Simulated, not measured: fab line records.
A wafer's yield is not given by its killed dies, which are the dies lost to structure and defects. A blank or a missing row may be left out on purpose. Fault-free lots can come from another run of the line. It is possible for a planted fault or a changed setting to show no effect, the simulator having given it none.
Chamber matching | flow n5-finfet | rie-diel-03 running N5_BEOL_M13_ETCH_68: 4 sister chambers
The step etches SOC in N2/H2, time 355 s. 8 wafers are shown with their chamber, then 10 later ones without.

== WAFERS WITH THEIR CHAMBER ==
wafer  | chamber | drypump-motor-current-A (A) | throttle-valve-pct (%)
L079.1 | 2       | 6.1                         | 17.76
L079.6 | 2       | 6.1                         | 17.75
L089.2 | 3       | 5.7                         | 18.15
L090.1 | 0       | 6.4                         | 17.60
L090.2 | 1       | 5.9                         | 18.00
L090.4 | 1       | 6.0                         | 17.99
L091.4 | 0       | 6.4                         | 17.60
L091.5 | 3       | 5.7                         | 18.15

== WAFERS WITH NO CHAMBER GIVEN ==
wafer  | drypump-motor-current-A (A) | throttle-valve-pct (%)
L091.6 | 6.1                         | 17.28
L093.1 | 6.0                         | 17.26
L093.2 | 6.4                         | 17.61
L093.5 | 5.7                         | 18.16
L092.1 | 6.1                         | 17.28
L092.3 | 6.0                         | 18.00
L092.4 | 5.7                         | 18.17
L095.4 | 6.0                         | 17.30
L095.5 | 5.7                         | 18.16
L095.6 | 6.0                         | 17.29

== THE CHAMBER EACH PASSED THROUGH ==
wafer  | from the rows above | in truth
L091.6 | 0                   | 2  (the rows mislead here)
L093.1 | 0                   | 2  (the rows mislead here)
L093.2 | 0                   | 0
L093.5 | 3                   | 3
L092.1 | 0                   | 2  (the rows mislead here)
L092.3 | 1                   | 1
L092.4 | 3                   | 3
L095.4 | 0                   | 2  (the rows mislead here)
L095.5 | 3                   | 3
L095.6 | 0                   | 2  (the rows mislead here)
Placed correctly: 5 of 10. Left unplaced by these rows: 0. Wrongly placed: 5.
How it was worked out, from the rows above alone: a wafer's distance from a chamber is the root of the sum, over the readings, of the square of ((its reading less the chamber's mean) divided by the reading's scatter). If the next closest chamber is less than 2 further off than the closest, the wafer can't be placed; otherwise it belongs to the closest. Each chamber's mean is taken over the wafers shown for it. The scatter: the root of (the sum of the squares of (reading less its chamber's mean) over the shown wafers, divided by (wafers less chambers)).
